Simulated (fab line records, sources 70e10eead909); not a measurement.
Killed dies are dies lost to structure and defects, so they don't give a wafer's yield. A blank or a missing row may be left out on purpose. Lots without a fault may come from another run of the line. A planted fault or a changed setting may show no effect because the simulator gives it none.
fab line records | flow nand_harc
record lots=24 wafers=72 last_day=33
route steps=1302 shown A_BLC@1118 A_M0@1152 A_M1@1179 A_BONDPAD@1222
lots that met no fault: from a run of the same line without faults
start_h: hours from the record's first day to the start of the lot's first wafer shown | wait_h: hours since the lot's step before | " the same as in the row above | L1.1+2: a row that stands for several wafers | - no value, or no start given | * or withheld: withheld | < > ~ a bound
route shown NAME@n: a module of which the file shows steps, and the number in the route of the first | usual: mean/standard deviation of fault-free wafers | same: alike in all rows | chamber/n: place in a boat | sites: the reading at each site | _std_site: their standard deviation | _edge_site: outer sites' mean less inner sites' | radius_mm: how far each site lies from the wafer's centre | mask NAME#n: copy n | behind: the tool/chamber that last shaped the wafer | hold: why the lot was held/for how many hours/how that ended | device: the transistor (n, p or np) that didn't switch | end of line: the same wafers' tests at the end of the route | a step without rows: its recipe alone | killed: dies lost to structure and defects at the first sort, not the wafer's yield | map: a wafer's dies, x killed, . not, _ none there
set.NAME: the setting as run; set.NAME@STEP: as run at that earlier step | model.NAME: the simulator's own value behind a step, which no gauge read
steps of the route over a sample of lots; a table a step, a row a wafer
services: from which hour (start_h, from the record's first day; less than 0 if before it) a tool's chamber was out of use, for how many hours, and why
## steps
# step NHARC_A_BLC_OVL_MEAS_11
# usual overlay_x_nm=0.0/0.88 overlay_y_nm=0.1/0.99
# columns lot.wafer tool chamber start_h wait_h overlay_x_nm overlay_y_nm
L074.1 overlay-02 - 528.80 - 0.5 -0.7
L074.2 " - " " 0.3 0.0
L074.6 " - " " 0.4 -0.3
L075.2 overlay-01 - 530.54 - -0.5 0.8
L075.3 " - " " -0.6 0.5
L075.4 " - " " -0.6 0.6
L076.1 overlay-01 - 537.66 - -0.9 0.4
L076.2 " - " " -1.2 -0.1
L076.5 " - " " -0.7 -0.2
L077.2 overlay-01 - 538.38 - -1.0 -0.7
L077.4 " - " " -1.0 -0.7
L077.6 " - " " -0.4 -0.8
L079.1 overlay-02 - 558.79 - -0.1 0.3
L079.2 " - " " -0.1 0.6
L079.5 " - " " -0.2 -0.1
L078.2 overlay-01 - 560.75 - -0.1 1.3
L078.3 " - " " -0.5 1.3
L078.6 " - " " -0.7 1.4
L080.3 overlay-02 - 574.57 - -1.1 -0.1
L080.5 " - " " -0.3 0.9
L080.6 " - " " -0.8 0.4
L081.1 overlay-02 - 577.74 - 0.6 0.9
L081.3 " - " " 0.5 0.7
L081.6 " - " " 0.2 1.0
L082.1 overlay-01 - 610.58 - -1.3 -0.8
L082.3 " - " " -1.4 -0.2
L082.5 " - " " -1.2 -0.8
L084.3 overlay-01 - 612.12 - -0.6 -1.4
L084.5 " - " " 0.1 -1.2
L084.6 " - " " 0.1 -1.3
L083.1 overlay-01 - 616.61 - -1.9 1.2
L083.2 " - " " -1.6 1.7
L083.5 " - " " -2.6 1.4
L085.3 overlay-02 - 625.86 - 0.5 -1.4
L085.5 " - " " 0.1 -0.9
L085.6 " - " " 0.4 -1.4
L086.2 overlay-01 - 646.20 - 0.4 -0.7
L086.3 " - " " 0.4 -1.0
L086.6 " - " " 0.4 -0.4
L089.1 overlay-01 - 652.06 - 1.5 -0.1
L089.3 " - " " 2.3 0.3
L089.4 " - " " 1.5 0.5
L087.1 overlay-01 - 654.50 - 0.2 1.5
L087.5 " - " " 1.4 1.2
L087.6 " - " " 0.3 1.2
L088.4 overlay-02 - 667.10 - 0.6 0.4
L088.5 " - " " 0.3 0.3
L088.6 " - " " 0.3 0.5
L090.2 overlay-02 - 669.81 - 0.2 -0.8
L090.3 " - " " 0.5 -1.1
L090.6 " - " " 0.9 -1.0
L091.2 overlay-02 - 697.83 - 0.6 -1.1
L091.3 " - " " 0.8 -1.1
L091.6 " - " " 0.6 -1.0
L093.2 overlay-02 - 701.47 - -0.5 1.3
L093.3 " - " " -0.1 1.2
L093.5 " - " " -0.1 0.7
L092.1 overlay-02 - 702.67 - -0.4 1.5
L092.5 " - " " 0.0 1.6
L092.6 " - " " 0.1 1.6
L094.1 overlay-02 - 712.61 - 0.5 -1.5
L094.3 " - " " 0.3 -1.6
L094.6 " - " " 0.5 -1.6
L095.1 overlay-01 - 734.85 - -0.1 1.2
L095.4 " - " " -0.3 1.4
L095.5 " - " " -0.4 1.1
L096.1 overlay-02 - 741.75 - 1.3 1.1
L096.3 " - " " 1.3 0.3
L096.4 " - " " 1.4 0.5
L097.2 overlay-02 - 751.74 - 0.4 -0.6
L097.4 " - " " 0.7 -0.9
L097.5 " - " " 0.3 -0.8
# step NHARC_A_M0_ETCH_15
# recipe target_depth_a=1500 overetch_a=150 time_s=82.5 c4f8_flow_sccm=withheld ar_flow_sccm=400 rf_w=600 bias_w=300 chemistry=C4F8/Ar
# usual chamber_pressure_mTorr=24.999/0.024 oes_product_au=0.952/0.023 rf_vpp_V=440.5/2.5
# columns lot.wafer tool chamber start_h wait_h chamber_pressure_mTorr oes_product_au rf_hours_counter_h rf_vpp_V
L074.1 rie_diel-09 0 - - 24.980 0.972 0.6 438.8
L074.2 " 1 " " 25.017 0.940 0.7 446.4
L074.6 " 2 " " 24.997 0.953 - 443.4
L075.3 rie_diel-01 0 - - 25.035 0.967 6.3 438.5
L075.2 " 2 " " 25.005 0.963 6.4 440.1
L075.4 " 3 " " 24.996 0.966 7.0 444.5
L076.1 rie_diel-02 0 - - 25.002 0.988 7.6 437.7
L076.2 " 2 " " 24.958 0.964 7.1 439.6
L076.5 " 3 " " 25.037 0.989 - 441.2
L077.4 rie_diel-02 0 - - 24.981 0.964 7.6 436.0
L077.2 " 2 " " 25.051 0.977 7.1 438.4
L077.6 " 3 " " 25.033 0.991 - 438.1
L079.1 rie_diel-02 2 - - 24.999 0.927 8.6 438.1
L079.2 " 3 " " 25.010 0.938 8.3 440.4
L079.5 " 2 " " 25.032 0.930 - 439.4
L078.2 rie_diel-09 3 - - 24.995 0.968 3.0 441.3
L078.3 " 0 " " 24.959 0.966 3.1 439.1
L078.6 " 3 " " 24.976 0.958 - 441.2
L080.3 rie_diel-01 1 - - 25.007 0.975 0.5 441.6
L080.6 " 2 " " 25.016 0.951 - 441.4
L080.5 " 3 " " 24.967 0.964 - 442.3
L081.1 rie_diel-01 0 - - 25.016 0.983 0.4 437.8
L081.3 " 1 " " 24.973 0.973 0.5 441.6
L081.6 " 1 " " 24.976 0.966 - 442.3
L082.1 rie_diel-01 2 - - 24.979 0.970 2.5 440.9
L082.3 " 0 " " 25.027 0.967 2.2 437.3
L082.5 " 1 " " 24.982 0.982 - 442.7
L084.3 rie_diel-02 0 - - 24.984 0.980 2.2 436.9
L084.6 " 2 " " 24.981 0.975 - 439.4
L084.5 " 3 " " 24.960 0.971 - 439.1
L083.2 rie_diel-01 1 - - 24.976 0.942 2.4 443.2
L083.1 " 2 " " 24.971 0.936 2.7 439.2
L083.5 " 2 " " 24.992 0.934 - 438.6
L085.3 rie_diel-02 0 - - 25.004 0.920 2.8 437.7
L085.5 " 3 " " 24.986 0.928 - 440.1
L085.6 " 0 " " 25.005 0.917 - 436.6
L086.3 rie_diel-01 0 - - 24.951 0.960 3.1 436.8
L086.2 " 2 " " 24.972 0.961 4.1 439.4
L086.6 " 1 " " 25.014 0.974 - 443.4
L089.1 rie_diel-09 2 - - 24.960 0.943 5.6 442.3
L089.4 " 3 " " 24.998 0.930 8.5 440.4
L089.3 " 1 " " 25.011 0.908 7.9 446.1
L087.1 rie_diel-01 3 - - 25.004 0.920 4.6 442.6
L087.6 " 2 " " 24.999 0.909 - 439.2
L087.5 " 3 " " 24.996 0.917 - 443.9
L088.4 rie_diel-09 1 672.21 0.1 25.061 0.921 - 444.7
L088.6 " 2 " " 25.007 0.932 - 442.9
L088.5 " 1 " " 25.047 0.926 - 443.3
L090.3 rie_diel-01 0 - - 24.966 0.918 4.9 437.6
L090.2 " 1 " " 25.002 0.922 5.3 440.9
L090.6 " 0 " " 24.955 0.919 - 437.6
L091.2 rie_diel-09 0 - - 24.986 0.975 0.5 438.7
L091.3 " 2 " " 25.011 0.971 0.5 442.7
L091.6 " 0 " " 24.993 0.980 - 439.1
L093.3 rie_diel-01 3 - - 25.001 0.940 7.1 442.2
L093.2 " 1 " " 25.001 0.916 7.1 441.5
L093.5 " 2 " " 24.990 0.923 - 438.8
L092.1 rie_diel-01 2 - - 24.976 0.970 7.4 440.3
L092.6 " 1 " " 24.957 0.978 - 441.3
L092.5 " 2 " " 24.957 0.972 - 440.1
L094.1 rie_diel-09 2 - - 25.012 0.967 1.6 443.0
L094.3 " 0 " " 25.012 0.973 1.9 438.2
L094.6 " 2 " " 24.984 0.964 - 442.9
L095.4 rie_diel-02 1 - - 24.993 0.956 8.5 439.5
L095.1 " 2 " " 24.995 0.972 8.4 438.4
L095.5 " 3 " " 25.019 0.974 - 440.8
L096.3 rie_diel-02 3 - - 24.988 0.930 8.4 439.0
L096.4 " 0 " " 25.012 0.936 8.5 436.7
L096.1 " 1 " " 24.994 0.913 8.7 439.8
L097.4 rie_diel-09 1 - - 25.010 0.927 3.8 444.4
L097.2 " 3 " " 24.989 0.953 3.4 441.5
L097.5 " 1 " " 24.993 0.933 - 446.2
# step NHARC_A_M1_CD_MEAS_09
# recipe target_cd_nm=120 landing_energy_ev=500
# usual cd_nm=119.9/0.55
# columns lot.wafer tool chamber start_h wait_h cd_nm
L074.1 cd_sem-01 0 536.88 - 119.3
L074.2 " 0 " " 119.2
L074.6 " 0 " " 119.3
L075.2 cd_sem-01 0 538.62 - 119.5
L075.3 " 0 " " 120.4
L075.4 " 0 " " 120.3
L076.1 cd_sem-01 0 545.76 - 119.5
L076.2 " 0 " " 119.7
L076.5 " 0 " " 119.8
L077.2 cd_sem-01 0 546.83 - 119.9
L077.4 " 0 " " 119.3
L077.6 " 0 " " 119.7
L079.1 cd_sem-03 0 567.21 - 119.9
L079.2 " 0 " " 119.9
L079.5 " 0 " " 119.5
L078.2 cd_sem-02 0 569.16 - 119.3
L078.3 " 0 " " 119.8
L078.6 " 0 " " 120.0
L080.3 cd_sem-02 0 582.57 - 119.9
L080.5 " 0 " " 119.2
L080.6 " 0 " " 119.2
L081.1 cd_sem-01 0 585.71 - 121.2
L081.3 " 0 " " 120.7
L081.6 " 0 " " 120.5
L082.1 cd_sem-01 0 618.79 - 120.2
L082.3 " 0 " " 121.0
L082.5 " 0 " " 119.8
L084.3 cd_sem-01 0 620.16 - 118.7
L084.5 " 0 " " 118.8
L084.6 " 0 " " 118.7
L083.1 cd_sem-01 0 624.60 - 120.5
L083.2 " 0 " " 120.3
L083.5 " 0 " " 120.7
L085.3 cd_sem-02 0 633.76 - 120.4
L085.5 " 0 " " 118.7
L085.6 " 0 " " 120.4
L086.2 cd_sem-02 0 654.18 - 119.6
L086.3 " 0 " " 119.4
L086.6 " 0 " " 118.9
L089.1 cd_sem-03 0 659.91 - 119.6
L089.3 " 0 " " 119.5
L089.4 " 0 " " 120.7
L087.1 cd_sem-02 0 662.53 - 120.5
L087.5 " 0 " " 120.0
L087.6 " 0 " " 118.5
L088.4 cd_sem-03 0 675.95 - 119.4
L088.5 " 0 " " 119.7
L088.6 " 0 " " 119.2
L090.2 cd_sem-03 0 677.94 - 119.4
L090.3 " 0 " " 120.5
L090.6 " 0 " " 120.3
L091.2 cd_sem-02 0 705.84 - 119.9
L091.3 " 0 " " 119.9
L091.6 " 0 " " 119.5
L093.2 cd_sem-02 0 709.51 - 120.2
L093.3 " 0 " " 120.5
L093.5 " 0 " " 119.9
L092.1 cd_sem-02 0 710.54 - 119.4
L092.5 " 0 " " 120.4
L092.6 " 0 " " 120.4
L094.1 cd_sem-03 0 721.41 - 119.7
L094.3 " 0 " " 119.0
L094.6 " 0 " " 119.3
L095.1 cd_sem-01 0 742.88 - 119.1
L095.4 " 0 " " 119.8
L095.5 " 0 " " 119.7
L096.1 cd_sem-01 0 749.80 - 120.0
L096.3 " 0 " " 119.5
L096.4 " 0 " " 120.0
L097.2 cd_sem-02 0 759.91 - 120.1
L097.4 " 0 " " 120.8
L097.5 " 0 " " 119.1
# step NHARC_A_M1_DESCUM_14
# recipe time_s=3 o2_flow_sccm=200 ar_flow_sccm=0 bias_power_w=0 chemistry=O2
# usual chamber_pressure_mTorr=59.99/0.063 drypump_motor_current_A=5.8/0.39 oes_product_au=0.997/0.01 rf_vpp_V=57.7/0.84 showerhead_plenum_p_Torr=1.89/0.06 throttle_valve_pct=11.311/0.0096
# columns lot.wafer tool chamber start_h wait_h chamber_pressure_mTorr drypump_motor_current_A oes_product_au rf_hours_counter_h rf_vpp_V showerhead_plenum_p_Torr throttle_valve_pct
L074.2 rie_diel-08 0 537.06 0.1 59.93 6.3 0.993 4 57.8 1.94 11.311
L074.1 " 1 " " 60.14 6.1 0.999 4 57.6 1.85 11.318
L074.6 " 2 " " 59.93 5.1 1.015 - 57.3 1.93 11.314
L075.4 rie_diel-05 1 538.81 0.1 60.00 5.6 0.996 8 56.9 1.90 11.310
L075.2 " 3 " " 59.99 5.9 1.002 8 57.8 1.82 11.300
L075.3 " 0 " " 59.82 5.3 0.991 8 56.9 1.78 11.308
L076.1 rie_diel-05 1 545.95 0.1 59.95 5.6 0.994 8 57.6 1.90 11.297
L076.2 " 0 " " 60.07 5.3 0.999 9 56.1 1.78 11.307
L076.5 " 1 " " 59.93 5.6 0.989 - 58.3 1.90 11.310
L077.4 rie_diel-05 3 547.03 0.1 60.04 5.9 0.989 8 58.1 1.82 11.312
L077.2 " 0 " " 59.99 5.4 0.997 9 57.2 1.78 11.313
L077.6 " 2 " " 59.99 6.2 1.002 - 57.9 1.94 11.319
L079.2 rie_diel-05 2 567.41 0.1 59.87 6.2 0.983 10 58.0 1.94 11.302
L079.1 " 0 " " 60.05 5.3 0.995 10 56.7 1.78 11.310
L079.5 " 1 " " 60.05 5.6 1.003 - 57.9 1.90 11.314
L078.3 rie_diel-08 2 569.36 0.1 60.04 5.1 1.005 0 57.5 1.93 11.300
L078.2 " 3 " " 59.98 6.2 1.002 0 57.3 1.98 11.327
L078.6 " 0 " " 59.95 6.3 1.000 - 57.8 1.94 11.304
L080.3 rie_diel-05 0 582.77 0.1 60.08 5.4 0.988 11 56.7 1.78 11.311
L080.5 " 1 " " 60.04 5.6 0.993 - 58.6 1.90 11.314
L080.6 " 2 " " 60.03 6.2 0.986 - 58.6 1.94 11.309
L081.3 rie_diel-08 0 585.90 0.1 60.08 6.3 0.989 1 57.5 1.94 11.316
L081.1 " 2 " " 59.91 5.1 1.005 0 57.6 1.93 11.317
L081.6 " 0 " " 59.98 6.3 1.005 - 57.7 1.94 11.310
L082.1 rie_diel-05 1 618.98 0.1 59.93 5.6 0.996 1 58.4 1.90 11.313
L082.3 " 0 " " 60.02 5.3 1.010 1 57.2 1.78 11.318
L082.5 " 2 " " 60.08 6.2 1.002 - 57.3 1.94 11.334
L084.3 rie_diel-08 2 620.35 0.1 60.00 5.1 0.993 1 58.5 1.93 11.305
L084.6 " 1 " " 60.01 6.1 1.002 - 57.8 1.85 11.332
L084.5 " 2 " " 60.10 5.1 1.006 - 57.3 1.93 11.333
L083.1 rie_diel-05 2 624.81 0.1 60.00 6.2 1.000 1 58.2 1.94 11.320
L083.2 " 3 " " 60.08 5.9 1.013 1 56.8 1.82 11.303
L083.5 " 1 " " 60.00 5.6 0.994 - 58.2 1.90 11.313
L085.3 rie_diel-12 2 633.95 0.1 59.99 5.6 0.992 0 57.5 1.91 11.319
L085.5 " 1 " " 59.94 5.8 1.003 - 56.4 1.82 11.320
L085.6 " 2 " " 59.95 5.7 0.996 - 59.0 1.91 11.308
L086.3 rie_diel-12 1 654.36 0.1 60.00 5.8 0.992 2 58.3 1.82 11.317
L086.2 " 2 " " 59.98 5.6 0.978 2 58.0 1.91 11.323
L086.6 " 2 " " 60.05 5.7 0.992 - 58.5 1.91 11.326
L089.3 rie_diel-05 2 660.11 0.1 60.00 6.2 0.993 3 57.7 1.94 11.309
L089.1 " 3 " " 59.98 5.9 1.010 3 57.4 1.82 11.308
L089.4 " 0 " " 59.96 5.4 0.991 3 58.8 1.78 11.302
L087.1 rie_diel-05 0 662.72 0.1 59.94 5.4 0.997 3 56.9 1.78 11.293
L087.5 " 3 " " 59.99 5.9 1.010 - 58.8 1.82 11.317
L087.6 " 0 " " 59.94 5.4 0.991 - 56.3 1.78 11.295
L088.4 rie_diel-12 3 676.13 0.1 60.03 5.4 1.019 3 56.6 1.82 11.306
L088.6 " 3 " " 60.05 5.4 1.015 - 57.3 1.82 11.325
L088.5 " 0 " " 60.07 5.2 1.018 - 57.4 1.81 11.310
L090.2 rie_diel-12 1 678.12 0.1 59.92 5.8 0.987 4 59.6 1.82 11.314
L090.3 " 0 " " 59.95 5.2 1.008 3 58.1 1.81 11.314
L090.6 " 1 " " 59.98 5.8 0.989 - 57.6 1.82 11.304
L091.3 rie_diel-08 0 706.03 0.1 60.08 6.3 0.989 4 60.4 1.94 11.304
L091.2 " 3 " " 60.02 6.2 0.993 4 58.6 1.98 11.311
L091.6 " 0 " " 60.00 6.3 1.001 - 58.0 1.94 11.312
L093.2 rie_diel-08 2 709.69 0.1 60.04 5.1 0.989 4 57.9 1.93 11.315
L093.3 " 1 " " 60.03 6.1 1.000 5 57.2 1.85 11.303
L093.5 " 3 " " 60.10 6.2 0.993 - 56.1 1.98 11.302
L092.1 rie_diel-05 1 710.73 0.1 59.86 5.6 1.004 6 58.0 1.90 11.307
L092.6 " 1 " " 60.08 5.6 1.009 - 55.5 1.90 11.316
L092.5 " 2 " " 60.12 6.2 1.007 - 59.1 1.94 11.311
L094.3 rie_diel-08 0 721.60 0.1 60.11 6.2 0.989 4 56.0 1.94 11.308
L094.1 " 1 " " 59.97 6.1 0.998 5 57.3 1.85 11.302
L094.6 " 0 " " 59.96 6.2 0.991 - 58.2 1.94 11.300
L095.1 rie_diel-08 0 743.08 0.1 60.08 6.2 0.981 0 58.6 1.94 11.319
L095.4 " 1 " " 60.04 6.0 0.958 0 56.5 1.85 11.309
L095.5 " 3 " " 60.01 6.2 0.974 - 57.2 1.98 11.309
L096.1 rie_diel-08 1 750.00 0.1 59.99 6.1 0.969 0 56.8 1.85 11.312
L096.4 " 2 " " 60.06 5.1 0.984 0 57.2 1.93 11.299
L096.3 " 3 " " 59.98 6.2 0.974 0 58.4 1.98 11.330
L097.4 rie_diel-05 1 760.09 0.1 59.96 5.6 0.998 9 57.8 1.90 11.320
L097.2 " 3 " " 60.01 5.9 1.007 8 57.8 1.82 11.317
L097.5 " 1 " " 59.99 5.6 1.002 - 56.8 1.90 11.288
# step NHARC_A_M1_PRE_CLEAN_30
# recipe time_s=30 temp_c=280 gas=H2/He
# usual heater_power_w=410/42
# columns lot.wafer tool chamber start_h wait_h heater_power_w
L074.1 pvd_sputter-01 - - - 522
L074.2 " - " " 460
L074.6 " - " " 538
L075.3 pvd_sputter-01 - - - 461
L075.2 " - " " 491
L075.4 " - " " 530
L076.2 pvd_sputter-02 - - - 385
L076.1 " - " " 360
L076.5 " - " " 405
L077.4 pvd_sputter-02 - - - 391
L077.2 " - " " 387
L077.6 " - " " 389
L079.2 pvd_sputter-03 - - - 422
L079.1 " - " " 359
L079.5 " - " " 404
L078.3 pvd_sputter-02 - - - 391
L078.2 " - " " 394
L078.6 " - " " 389
L080.3 pvd_sputter-03 - - - 356
L080.6 " - " " 404
L080.5 " - " " 412
L081.1 pvd_sputter-03 - - - 409
L081.3 " - " " 354
L081.6 " - " " 419
L082.1 pvd_sputter-02 - - - 377
L082.3 " - " " 386
L082.5 " - " " 389
L084.3 pvd_sputter-03 - - - 421
L084.6 " - " " 370
L084.5 " - " " 356
L083.1 pvd_sputter-02 - - - 399
L083.2 " - " " 386
L083.5 " - " " 366
L085.3 pvd_sputter-03 - - - 357
L085.5 " - " " 413
L085.6 " - " " 356
L086.2 pvd_sputter-02 - - - 419
L086.3 " - " " 378
L086.6 " - " " 371
L089.1 pvd_sputter-01 - - - 452
L089.4 " - " " 476
L089.3 " - " " 496
L087.1 pvd_sputter-03 - - - 367
L087.6 " - " " 365
L087.5 " - " " 372
L088.4 pvd_sputter-03 - - - 371
L088.5 " - " " 417
L088.6 " - " " 373
L090.2 pvd_sputter-03 - - - 372
L090.3 " - " " 420
L090.6 " - " " 372
L091.3 pvd_sputter-02 - - - 410
L091.2 " - " " 373
L091.6 " - " " 419
L093.2 pvd_sputter-01 - - - 448
L093.3 " - " " 455
L093.5 " - " " 517
L092.1 pvd_sputter-02 - - - 413
L092.6 " - " " 424
L092.5 " - " " 408
L094.1 pvd_sputter-03 - - - 396
L094.3 " - " " 417
L094.6 " - " " 399
L095.4 pvd_sputter-01 - - - 465
L095.1 " - " " 446
L095.5 " - " " 471
L096.3 pvd_sputter-01 - - - 448
L096.1 " - " " 455
L096.4 " - " " 493
L097.4 pvd_sputter-02 - - - 403
L097.2 " - " " 371
L097.5 " - " " 419
# step NHARC_A_BONDPAD_STRIP_15
# recipe o2_flow_sccm=500 ar_flow_sccm=0 bias_w=0 chemistry=O2
# usual chamber_pressure_mTorr=59.99/0.056 drypump_motor_current_A=5.75/0.28 oes_product_au=1.000/0.0091 rf_vpp_V=57.7/0.9 showerhead_plenum_p_Torr=3.51/0.15 throttle_valve_pct=17.036/0.0084
# columns lot.wafer tool chamber start_h wait_h chamber_pressure_mTorr drypump_motor_current_A oes_product_au rf_hours_counter_h rf_vpp_V showerhead_plenum_p_Torr throttle_valve_pct
L074.1 rie_diel-10 2 543.02 0.1 60.04 5.91 1.000 2 57.9 3.40 17.042
L074.2 " 1 " " 60.00 5.77 1.003 2 59.6 3.79 17.024
L074.6 " 2 " " 59.92 5.90 0.999 - 57.8 3.40 17.025
L075.3 rie_diel-10 3 543.98 0.1 60.01 6.03 0.987 2 57.4 3.44 17.026
L075.2 " 0 " " 59.99 5.79 1.006 2 59.5 3.68 17.037
L075.4 " 2 " " 59.99 5.94 0.992 2 57.6 3.40 17.045
L076.2 rie_diel-04 2 551.08 0.1 59.99 5.72 1.008 1 58.1 3.49 17.041
L076.1 " 0 " " 59.96 5.44 0.991 2 58.5 3.44 17.017
L076.5 " 2 " " 59.98 5.70 1.009 - 57.8 3.49 17.052
L077.2 rie_diel-04 3 552.11 0.1 59.96 5.73 0.980 2 58.0 3.50 17.045
L077.4 " 2 " " 59.99 5.66 1.017 1 56.5 3.49 17.035
L077.6 " 3 " " 59.98 5.73 0.984 - 57.4 3.50 17.049
L079.1 rie_diel-10 0 572.44 0.1 60.05 5.74 1.004 3 56.8 3.68 17.047
L079.2 " 1 " " 60.07 5.82 1.011 3 58.5 3.79 17.036
L079.5 " 2 " " 60.00 5.94 0.989 - 58.2 3.40 17.019
L078.2 rie_diel-10 3 574.52 0.1 59.95 6.07 0.993 4 57.3 3.44 17.040
L078.3 " 0 " " 60.03 5.80 1.007 4 58.5 3.68 17.024
L078.6 " 2 " " 60.11 5.94 0.996 - 57.2 3.39 17.036
L080.3 rie_diel-04 1 588.30 0.1 60.02 5.19 0.996 8 55.6 3.33 17.032
L080.6 " 2 " " 59.96 5.72 1.016 - 57.6 3.48 17.050
L080.5 " 3 " " 59.98 5.73 0.993 - 57.7 3.50 17.042
L081.1 rie_diel-04 1 590.88 0.1 59.90 5.20 0.989 8 57.0 3.33 17.036
L081.3 " 2 " " 59.95 5.70 1.018 8 59.1 3.48 17.030
L081.6 " 2 " " 60.02 5.69 1.020 - 57.3 3.48 17.037
L082.1 rie_diel-10 0 624.13 0.1 59.97 5.78 1.005 1 57.8 3.68 17.041
L082.3 " 1 " " 59.97 5.85 0.996 0 58.5 3.79 17.042
L082.5 " 3 " " 60.03 6.09 1.008 - 57.8 3.44 17.026
L084.3 rie_diel-10 0 625.50 0.1 59.97 5.77 1.008 1 56.8 3.68 17.026
L084.6 " 1 " " 60.04 5.83 0.998 - 58.3 3.79 17.021
L084.5 " 2 " " 59.93 5.93 1.006 - 57.3 3.39 17.023
L083.1 rie_diel-04 3 630.41 0.1 60.04 5.74 1.009 15 57.6 3.49 17.027
L083.2 " 2 " " 59.96 5.67 1.023 13 58.3 3.48 17.040
L083.5 " 3 " " 59.90 5.75 1.007 - 57.5 3.49 17.031
L085.3 rie_diel-10 1 639.13 0.1 59.96 5.83 0.990 1 57.5 3.79 17.021
L085.5 " 3 " " 60.06 6.01 0.998 - 57.2 3.44 17.035
L085.6 " 0 " " 59.96 5.78 0.989 - 57.2 3.68 17.036
L086.2 rie_diel-10 3 659.36 0.1 60.04 6.04 0.993 2 57.0 3.44 17.033
L086.3 " 1 " " 59.89 5.78 0.992 2 57.4 3.79 17.029
L086.6 " 3 " " 60.01 6.04 1.007 - 57.4 3.44 17.035
L089.1 rie_diel-10 0 665.06 0.1 59.98 5.78 0.990 2 59.2 3.68 17.041
L089.3 " 1 " " 60.03 5.81 1.002 2 59.2 3.79 17.051
L089.4 " 3 " " 60.00 6.06 0.994 2 58.1 3.44 17.046
L087.1 rie_diel-04 0 667.74 0.1 59.97 5.45 1.006 19 58.3 3.43 17.028
L087.5 " 1 " " 59.96 5.22 1.004 - 59.2 3.33 17.041
L087.6 " 2 " " 60.07 5.66 1.013 - 56.1 3.48 17.026
L088.4 rie_diel-10 2 681.17 0.1 60.04 5.96 1.008 3 57.4 3.39 17.040
L088.5 " 0 " " 59.96 5.80 0.991 - 59.0 3.68 17.024
L088.6 " 1 " " 59.99 5.78 1.003 - 58.8 3.79 17.023
L090.2 rie_diel-04 3 683.29 0.1 60.02 5.74 0.999 24 57.4 3.49 17.039
L090.3 " 1 " " 60.08 5.20 0.996 21 57.3 3.33 17.042
L090.6 " 3 " " 60.07 5.74 0.989 - 56.7 3.49 17.032
L091.3 rie_diel-10 3 711.33 0.1 59.96 6.03 0.999 3 58.5 3.44 17.033
L091.2 " 1 " " 59.99 5.82 0.998 3 59.6 3.79 17.039
L091.6 " 2 " " 60.05 5.95 1.013 - 56.8 3.39 17.038
L093.2 rie_diel-10 0 714.84 0.1 60.14 5.77 1.006 3 58.8 3.68 17.036
L093.3 " 3 " " 59.98 6.05 1.004 3 56.9 3.44 17.039
L093.5 " 1 " " 60.06 5.81 1.014 - 58.3 3.79 17.022
L092.1 rie_diel-10 0 715.85 0.1 60.06 5.77 0.992 3 58.1 3.68 17.035
L092.5 " 3 " " 60.14 6.03 0.997 - 59.2 3.44 17.044
L092.6 " 0 " " 59.96 5.77 1.006 - 58.0 3.68 17.031
L094.1 rie_diel-13 0 726.73 0.1 59.96 6.50 0.999 5 58.5 3.40 17.036
L094.3 " 3 " " 60.07 5.28 1.003 6 58.7 3.73 17.020
L094.6 " 1 " " 59.97 4.78 0.995 - 58.2 3.38 17.036
L095.1 rie_diel-04 3 748.23 0.1 60.06 5.73 0.988 3 58.1 3.49 17.022
L095.4 " 0 " " 59.90 5.49 1.002 3 57.8 3.42 17.036
L095.5 " 3 " " 60.00 5.73 0.993 - 57.8 3.48 17.041
L096.1 rie_diel-04 3 755.00 0.1 59.97 5.73 0.993 5 58.0 3.48 17.039
L096.3 " 1 " " 60.01 5.18 0.997 5 57.6 3.32 17.038
L096.4 " 3 " " 60.01 5.75 0.993 - 55.6 3.48 17.026
L097.2 rie_diel-10 3 765.39 0.1 60.00 6.04 1.013 5 56.8 3.44 17.029
L097.4 " 2 " " 60.01 5.92 1.006 4 55.5 3.39 17.045
L097.5 " 0 " " 59.98 5.74 1.001 - 58.2 3.68 17.021
## services
# columns tool chamber start_h hours kind
rie_diel-04 - 516.83 0.2 repair
rie_diel-08 3 520.79 17.5 repair
rie_diel-10 1 528.50 5.0 repair
pvd_sputter-03 - 531.37 10.0 pm
rie_diel-08 - 544.85 9.0 pm
rie_diel-01 - 549.16 0.6 repair
rie_diel-01 2 554.53 4.5 repair
rie_diel-01 - 557.77 1.1 repair
rie_diel-01 - 558.91 9.0 pm
rie_diel-05 3 564.24 1.6 repair
rie_diel-08 2 576.63 2.7 repair
rie_diel-05 - 583.63 9.0 pm
rie_diel-04 0 592.26 5.9 repair
rie_diel-10 - 596.59 9.0 pm
rie_diel-04 - 606.46 0.9 repair
rie_diel-08 0 622.13 3.6 repair
rie_diel-08 2 624.44 2.7 repair
pvd_sputter-02 - 638.02 10.0 pm
pvd_sputter-02 - 658.04 2.0 repair
rie_diel-01 1 676.37 4.0 repair
rie_diel-05 3 724.20 3.7 repair
rie_diel-01 - 735.91 9.0 pm
rie_diel-10 3 744.01 2.6 repair
rie_diel-05 - 760.63 9.0 pm
## key
fault none
